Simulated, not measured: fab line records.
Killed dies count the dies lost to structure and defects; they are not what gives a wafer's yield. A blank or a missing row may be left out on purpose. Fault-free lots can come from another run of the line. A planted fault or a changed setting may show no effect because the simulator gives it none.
Matching of chambers	flow n5_finfet	N5_MOL_CONTACT_COAG_VIA_ETCH_46 on rie_diel-02: 4 sister chambers
The step etches SiO2 in C4F6/O2, target depth 46 nm, overetch 9.2 nm, time 40 s. 14 wafers are shown with their chamber, then 7 later ones without.

WAFERS PAIRED WITH THEIR CHAMBERS
wafer	chamber	showerhead_plenum_p_Torr (Torr)	throttle_valve_pct (%)	rf_vpp_V (V)
L075.1	1	3.01	41.04	1606
L075.4	2	2.79	40.98	1605
L075.5	1	3.01	41.03	1606
L079.3	2	2.79	40.96	1603
L079.4	3	2.93	40.42	1588
L079.6	2	2.79	41.00	1603
L087.1	0	3.00	40.90	1587
L087.5	0	3.00	40.89	1587
L087.6	1	3.00	41.06	1605
L089.1	0	3.00	40.90	1586
L089.2	3	2.92	40.43	1588
L089.5	3	2.92	40.44	1588
L092.1	1	2.99	41.05	1604
L092.3	0	3.00	40.93	1586

SIGNATURES (means of the wafers above)
reading	chamber 0	chamber 1	chamber 2	chamber 3	scatter within a chamber
showerhead_plenum_p_Torr	3.0000	3.0025	2.7900	2.9233	0.00585
throttle_valve_pct	40.9050	41.0450	40.9800	40.4300	0.0155
rf_vpp_V	1586.50	1605.25	1603.67	1588.00	0.801
Rule: a wafer lies at a distance from a chamber equal to the root of the sum of squares, over the readings, of (its reading less the chamber's mean, divided by the reading's scatter). The wafer belongs to the nearest chamber; if the next one is less than 2 further off, it can't be placed. The scatter: the root of (the sum of the squares of (reading less its chamber's mean) over the shown wafers, divided by (wafers less chambers)).

WAFERS WITHOUT THEIR CHAMBER
wafer	showerhead_plenum_p_Torr (Torr)	throttle_valve_pct (%)	rf_vpp_V (V)
L092.5	2.99	41.05	1605
L093.3	2.99	41.08	1605
L093.5	3.00	40.91	1586
L093.6	2.92	40.44	1589
L096.1	2.78	40.71	1600
L096.2	2.99	40.93	1586
L096.3	2.91	40.45	1587

EACH ONE'S CHAMBER
wafer	from the rows above	in truth
L092.5	1	1
L093.3	1	1
L093.5	0	0
L093.6	3	3
L096.1	2	2
L096.2	0	0
L096.3	3	3
Placed correctly: 7 of 7. Not placeable from these rows: 0. 0 placed wrongly.
